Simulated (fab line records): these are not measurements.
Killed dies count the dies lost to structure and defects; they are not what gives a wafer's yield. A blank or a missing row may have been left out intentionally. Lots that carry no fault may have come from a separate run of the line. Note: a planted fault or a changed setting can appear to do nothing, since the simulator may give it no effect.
Split-lot experiment :: flow n5-finfet :: 21 wafers read from 7 lots, route of 1938 steps

## SPLIT DETAILS
At N5_BEOL_M9_DESCUM_16 (chemistry O2, time 7.9 s), the setting time-s was moved away from the recipe's 7.9 s on 5 of the 21 wafers read, by -14.9% to +16.7%. All remaining wafers had this setting at the recipe value.

The file shows no step between the split and the reading.

## THE READING
CAR-ArF_of_BEOL_M9_COAT_05.thk-nm (the simulator's own value, which no gauge read), in nm, at N5_BEOL_M9_ETCH_61 (etches SiARC in CF4, target depth 39 nm, time 65 s). There is no usual value for it anywhere in the file. Average 55.6 nm, standard deviation 0.21 nm, over the 16 wafers here run with the recipe.

wafer: L083.1
tool, chamber at the split: rie-diel-03, 0
time-s as run, s: 7.9
against the recipe: recipe
CAR-ArF_of_BEOL_M9_COAT_05.thk-nm, nm: 55.8
against lot-mates on the recipe: -

wafer: L083.6
tool, chamber at the split: rie-diel-03, 0
time-s as run, s: 7.9
against the recipe: recipe
CAR-ArF_of_BEOL_M9_COAT_05.thk-nm, nm: 55.8
against lot-mates on the recipe: -

wafer: L083.2
tool, chamber at the split: rie-diel-03, 3
time-s as run, s: 7.9
against the recipe: recipe
CAR-ArF_of_BEOL_M9_COAT_05.thk-nm, nm: 55.6
against lot-mates on the recipe: -

wafer: L084.1
tool, chamber at the split: rie-diel-04, 2
time-s as run, s: 6.819
against the recipe: -13.7%
CAR-ArF_of_BEOL_M9_COAT_05.thk-nm, nm: 56.2
against lot-mates on the recipe: +0.8

wafer: L084.5
tool, chamber at the split: rie-diel-04, 2
time-s as run, s: 6.819
against the recipe: -13.7%
CAR-ArF_of_BEOL_M9_COAT_05.thk-nm, nm: 56.4
against lot-mates on the recipe: +1.0

wafer: L084.6
tool, chamber at the split: rie-diel-04, 3
time-s as run, s: 7.9
against the recipe: recipe
CAR-ArF_of_BEOL_M9_COAT_05.thk-nm, nm: 55.4
against lot-mates on the recipe: -

wafer: L085.1
tool, chamber at the split: rie-diel-04, 1
time-s as run, s: 7.9
against the recipe: recipe
CAR-ArF_of_BEOL_M9_COAT_05.thk-nm, nm: 55.6
against lot-mates on the recipe: -

wafer: L085.2
tool, chamber at the split: rie-diel-04, 3
time-s as run, s: 7.9
against the recipe: recipe
CAR-ArF_of_BEOL_M9_COAT_05.thk-nm, nm: 55.6
against lot-mates on the recipe: -

wafer: L085.4
tool, chamber at the split: rie-diel-04, 0
time-s as run, s: 8.759
against the recipe: +10.9%
CAR-ArF_of_BEOL_M9_COAT_05.thk-nm, nm: 55
against lot-mates on the recipe: -0.6

wafer: L089.3
tool, chamber at the split: rie-diel-04, 1,3
time-s as run, s: 7.9
against the recipe: recipe
CAR-ArF_of_BEOL_M9_COAT_05.thk-nm, nm: 55.6
against lot-mates on the recipe: -

wafer: L089.6
tool, chamber at the split: rie-diel-04, 1,3
time-s as run, s: 7.9
against the recipe: recipe
CAR-ArF_of_BEOL_M9_COAT_05.thk-nm, nm: 55.6
against lot-mates on the recipe: -

wafer: L089.4
tool, chamber at the split: rie-diel-04, 3
time-s as run, s: 7.9
against the recipe: recipe
CAR-ArF_of_BEOL_M9_COAT_05.thk-nm, nm: 55.8
against lot-mates on the recipe: -

wafer: L090.2
tool, chamber at the split: rie-diel-04, 1
time-s as run, s: 7.9
against the recipe: recipe
CAR-ArF_of_BEOL_M9_COAT_05.thk-nm, nm: 55.4
against lot-mates on the recipe: -

wafer: L090.4
tool, chamber at the split: rie-diel-04, 1
time-s as run, s: 7.9
against the recipe: recipe
CAR-ArF_of_BEOL_M9_COAT_05.thk-nm, nm: 55.6
against lot-mates on the recipe: -

wafer: L090.5
tool, chamber at the split: rie-diel-04, 0
time-s as run, s: 6.723
against the recipe: -14.9%
CAR-ArF_of_BEOL_M9_COAT_05.thk-nm, nm: 56
against lot-mates on the recipe: +0.5

wafer: L092.1
tool, chamber at the split: rie-diel-03, 1,0
time-s as run, s: 7.9
against the recipe: recipe
CAR-ArF_of_BEOL_M9_COAT_05.thk-nm, nm: 56
against lot-mates on the recipe: -

wafer: L092.5
tool, chamber at the split: rie-diel-03, 1,0
time-s as run, s: 7.9
against the recipe: recipe
CAR-ArF_of_BEOL_M9_COAT_05.thk-nm, nm: 56
against lot-mates on the recipe: -

wafer: L092.3
tool, chamber at the split: rie-diel-03, 0
time-s as run, s: 9.219
against the recipe: +16.7%
CAR-ArF_of_BEOL_M9_COAT_05.thk-nm, nm: 54.8
against lot-mates on the recipe: -1.2

wafer: L095.2
tool, chamber at the split: rie-diel-02, 1
time-s as run, s: 7.9
against the recipe: recipe
CAR-ArF_of_BEOL_M9_COAT_05.thk-nm, nm: 55.2
against lot-mates on the recipe: -

wafer: L095.5
tool, chamber at the split: rie-diel-02, 2
time-s as run, s: 7.9
against the recipe: recipe
CAR-ArF_of_BEOL_M9_COAT_05.thk-nm, nm: 55.4
against lot-mates on the recipe: -

wafer: L095.6
tool, chamber at the split: rie-diel-02, 3
time-s as run, s: 7.9
against the recipe: recipe
CAR-ArF_of_BEOL_M9_COAT_05.thk-nm, nm: 55.6
against lot-mates on the recipe: -
Where a row lists several chambers, the file gives one row for several wafers and doesn't say which wafer went through which chamber.

FIT RESULTS
A straight line over all 21 wafers: CAR-ArF_of_BEOL_M9_COAT_05.thk-nm changes by -0.0452 nm for each +1% of time-s; r = -0.84; the points scatter about the line by 0.21 nm.
The same after taking each lot's own level away (the mean of its wafers on the recipe; 21 wafers): -0.0593 nm for each +1%; r = -0.95; scatter 0.14 nm.
On that fit, the largest move of time-s shifts the reading by 0.99 nm.
From 55.40 to 56.00 nm: that is the span of the lots' own levels, equal to 2.8 times the standard deviation above.
Thus the slope moves with the lot-to-lot level: the two fits are different.
Check: for one of the wafers moved furthest among these (+16.7%), held out of the fit, the line's prediction against its lot-mates is -0.901 nm. Against them it came out at -1.2 nm.

## ADDITIONAL SPLITS CARRIED BY THESE WAFERS
Note: prior to the reading, these wafers also went through further splits. Each is held against what the fit with the lots' levels taken away leaves over:
other split on the same wafers: N5_BEOL_M6_COAT_60 spin-rpm
wafers away from the commonest value: 4
r with CAR-ArF_of_BEOL_M9_COAT_05.thk-nm (lot level and that fit taken away): -0.13

other split on the same wafers: N5_BEOL_M6_ETCH_62 time-s
wafers away from the commonest value: 5
r with CAR-ArF_of_BEOL_M9_COAT_05.thk-nm (lot level and that fit taken away): -0.60

other split on the same wafers: N5_BEOL_M6_COAT_22 spin-rpm
wafers away from the commonest value: 9
r with CAR-ArF_of_BEOL_M9_COAT_05.thk-nm (lot level and that fit taken away): -0.09

other split on the same wafers: N5_BEOL_M7_COAT_64 spin-rpm
wafers away from the commonest value: 10
r with CAR-ArF_of_BEOL_M9_COAT_05.thk-nm (lot level and that fit taken away): +0.10

other split on the same wafers: N5_BEOL_M7_DESCUM_33 time-s
wafers away from the commonest value: 9
r with CAR-ArF_of_BEOL_M9_COAT_05.thk-nm (lot level and that fit taken away): -0.20

other split on the same wafers: N5_BEOL_M8_DESCUM_33 time-s
wafers away from the commonest value: 10
r with CAR-ArF_of_BEOL_M9_COAT_05.thk-nm (lot level and that fit taken away): +0.13

other split on the same wafers: N5_BEOL_M8_ETCH_72 h2-flow-sccm
wafers away from the commonest value: 6
r with CAR-ArF_of_BEOL_M9_COAT_05.thk-nm (lot level and that fit taken away): -0.12

## THE WHOLE CHAIN: every reading that the file lists as answering this split, in the file's order
step: N5_BEOL_M9_DESCUM_16
what it does: chemistry O2, time 7.9 s
reading: CAR-ArF_of_BEOL_M9_COAT_05.thk-nm (the simulator's own value, which no gauge read)
change (the file's fit): -0.0537 nm for each +1% of the setting
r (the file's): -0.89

step: N5_BEOL_M9_ETCH_61
what it does: etches SiARC in CF4, target depth 39 nm, time 65 s
reading: CAR-ArF_of_BEOL_M9_COAT_05.thk-nm (the simulator's own value, which no gauge read)
change (the file's fit): -0.0575 nm for each +1% of the setting
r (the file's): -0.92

## FILE'S OWN FIT
CAR-ArF_of_BEOL_M9_COAT_05.thk-nm changes by -0.0575 nm for each +1% of time-s, r = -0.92.
